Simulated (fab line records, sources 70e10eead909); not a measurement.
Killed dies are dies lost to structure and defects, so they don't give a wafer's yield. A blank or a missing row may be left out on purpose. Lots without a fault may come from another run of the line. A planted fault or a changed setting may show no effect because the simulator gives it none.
Which tool did it? | flow nand_harc | 11 lots, 33 wafers sampled, at 5 steps of a route of 1302

WHAT THE GAUGES READ, wafer by wafer
NHARC_P_BONDPAD_THK_MEAS_20: measures by xrf.
lot  | measured     | on            | thk_nm (nm)
L075 | day 7 05:55  | film_metro-02 | 160.0 161.3 161.5
L077 | day 8 00:36  | film_metro-01 | 163.4 161.9 161.9
L080 | day 9 13:01  | film_metro-02 | 159.9 158.0 161.4
L082 | day 10 01:21 | film_metro-02 | 161.4 163.7 162.7
L084 | day 11 05:07 | film_metro-01 | 158.8 160.3 160.1
L086 | day 11 14:38 | film_metro-02 | 158.3 159.8 158.6
L089 | day 12 17:31 | film_metro-02 | 163.4 161.0 161.8
L090 | day 13 09:25 | film_metro-01 | 160.8 163.2 162.3
L092 | day 14 10:18 | film_metro-02 | 160.5 164.0 161.0
L094 | day 15 01:46 | film_metro-02 | 159.5 161.4 160.7
L097 | day 16 07:48 | film_metro-02 | 160.4 160.4 163.9

WHICH TOOL RAN EACH LOT (tool, then ch and the chambers of the sampled wafers, then the start)
lot  | NHARC_P_M0_PRE_CLEAN_31         | NHARC_P_M1_ETCH_35                 | NHARC_P_BONDPAD_ETCH_37            | NHARC_P_BONDPAD_STRIP_15
L075 | pecvd-03 ch 0,1,2, day 6 16:32  | rie_diel-05 ch 0,3, day 6 18:13    | rie_diel-07 ch 1,3, day 7 03:40    | rie_diel-07 ch 0,3, day 7 03:59
L077 | pecvd-01 ch 1,2, day 7 12:06    | rie_diel-05 ch 1,3, day 7 13:42    | rie_diel-01 ch 0,1,3, day 7 22:20  | rie_diel-07 ch 2,3, day 7 22:40
L080 | pecvd-01 ch 0,1, day 9 00:25    | rie_diel-02 ch 1,3, day 9 01:59    | rie_diel-13 ch 1,2,3, day 9 10:45  | rie_diel-01 ch 1,2,3, day 9 11:04
L082 | pecvd-04 ch 0,2, day 9 12:38    | rie_diel-05 ch 0,1, day 9 14:13    | rie_diel-01 ch 2,3, day 9 23:05    | rie_diel-07 ch 0,1,3, day 9 23:24
L084 | pecvd-01 ch 1,2, day 10 16:31   | rie_diel-02 ch 0,1,3, day 10 18:06 | rie_diel-01 ch 2,3, day 11 02:49   | rie_diel-13 ch 1,3, day 11 03:09
L086 | pecvd-01 ch 0,2, day 11 01:45   | rie_diel-05 ch 1,2, day 11 03:21   | rie_diel-13 ch 0,1, day 11 12:23   | rie_diel-07 ch 2,3, day 11 12:43
L089 | pecvd-04 ch 0,1,2, day 12 04:58 | rie_diel-05 ch 0,1,3, day 12 06:28 | rie_diel-13 ch 1,2,3, day 12 15:15 | rie_diel-01 ch 0,1,2, day 12 15:33
L090 | pecvd-01 ch 0,2, day 12 20:52   | rie_diel-02 ch 0,2,3, day 12 22:27 | rie_diel-01 ch 0,1, day 13 07:10   | rie_diel-13 ch 0,2,3, day 13 07:28
L092 | pecvd-03 ch 1,2, day 13 21:46   | rie_diel-04 ch 0,1,3, day 13 23:23 | rie_diel-01 ch 0,1,3, day 14 07:59 | rie_diel-07 ch 1,2,3, day 14 08:19
L094 | pecvd-03 ch 1,2, day 14 13:07   | rie_diel-02 ch 2,3, day 14 14:34   | rie_diel-07 ch 0,1,2, day 14 23:24 | rie_diel-01 ch 2,3, day 14 23:41
L097 | pecvd-04 ch 1,2, day 15 18:28   | rie_diel-05 ch 0,1,3, day 15 19:58 | rie_diel-13 ch 1,3, day 16 05:32   | rie_diel-13 ch 0,1,3, day 16 05:53
- NHARC_P_M0_PRE_CLEAN_31: time 12 s.
- NHARC_P_M1_ETCH_35: etches the open film in N2/H2, target depth 40 nm, overetch 12 nm, time 43.94 s.
- NHARC_P_BONDPAD_ETCH_37: etches the open film in N2/H2, target depth 60 nm, overetch 18 nm, time 65.91 s.
- NHARC_P_BONDPAD_STRIP_15: strips in O2.

THE ANSWER, worked out from the rows above alone
Rule: what is usual is taken from the lots themselves. Put in order of their means at a reading, lots are off if they are a third of the lots or fewer, leave a main group of 4 or more, and stand apart from it by a gap of 3 or more times the standard deviation of the main group's means; of several such gaps the widest counts. A main group whose means are all the same, to the digits that the tables above print for the reading, isn't used. A lot without any number at a reading at which 4 lots or more have one is off too. The other lots that the step has rows for count as sound.
No lot is off at any reading shown: from this, nothing can be told.

WHAT THE SIMULATOR HAD PUT IN
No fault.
